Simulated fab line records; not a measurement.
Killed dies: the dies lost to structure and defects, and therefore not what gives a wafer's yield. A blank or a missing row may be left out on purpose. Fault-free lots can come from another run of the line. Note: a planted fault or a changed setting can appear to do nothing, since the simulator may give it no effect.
Chamber matching | flow nandHarc | cmp-01 running NHARC_A_BONDPAD_CMP_29: 4 sister chambers
The step polishes SiCN, target thk 200 nm. 8 wafers are shown with their chamber, then 8 later ones without.

WAFERS, EACH WITH ITS CHAMBER
wafer  | chamber | motorCurrentA (A)
L113.1 | 0       | 11.4
L119.6 | 1       | 15.3
L115.4 | 1       | 15.8
L115.5 | 3       | 11.6
L117.1 | 0       | 10.8
L117.4 | 2       | 13.2
L117.5 | 3       | 12.0
L118.1 | 2       | 11.8

WAFERS WITHOUT THEIR CHAMBER
wafer  | motorCurrentA (A)
L118.2 | 11.0
L118.6 | 12.7
L121.2 | 12.7
L121.3 | 13.1
L121.5 | 15.4
L124.1 | 12.4
L124.3 | 11.0
L124.4 | 14.5

THE CHAMBER EACH PASSED THROUGH
wafer  | from the rows above     | in truth
L118.2 | can't be placed: 0 or 3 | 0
L118.6 | can't be placed: 2 or 3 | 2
L121.2 | can't be placed: 2 or 3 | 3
L121.3 | can't be placed: 2 or 3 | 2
L121.5 | 1                       | 1
L124.1 | can't be placed: 2 or 3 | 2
L124.3 | can't be placed: 0 or 3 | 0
L124.4 | can't be placed: 1 or 2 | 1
1 of 8 placed correctly. Cannot be placed on the basis of these rows: 7; the candidates contain the true chamber in 7. Placed wrongly: 0.
How it was worked out, from the rows above alone: a wafer's distance from a chamber is the root of the sum, over the readings, of the square of ((its reading less the chamber's mean) divided by the reading's scatter). The wafer belongs to the nearest chamber; if the next one is less than 2 further off, it can't be placed. Each chamber's mean is taken over the wafers shown for it. How the scatter is found: for the shown wafers, subtract from each reading the mean of its chamber, square and add these, divide the total by (wafers less chambers), then take the root.
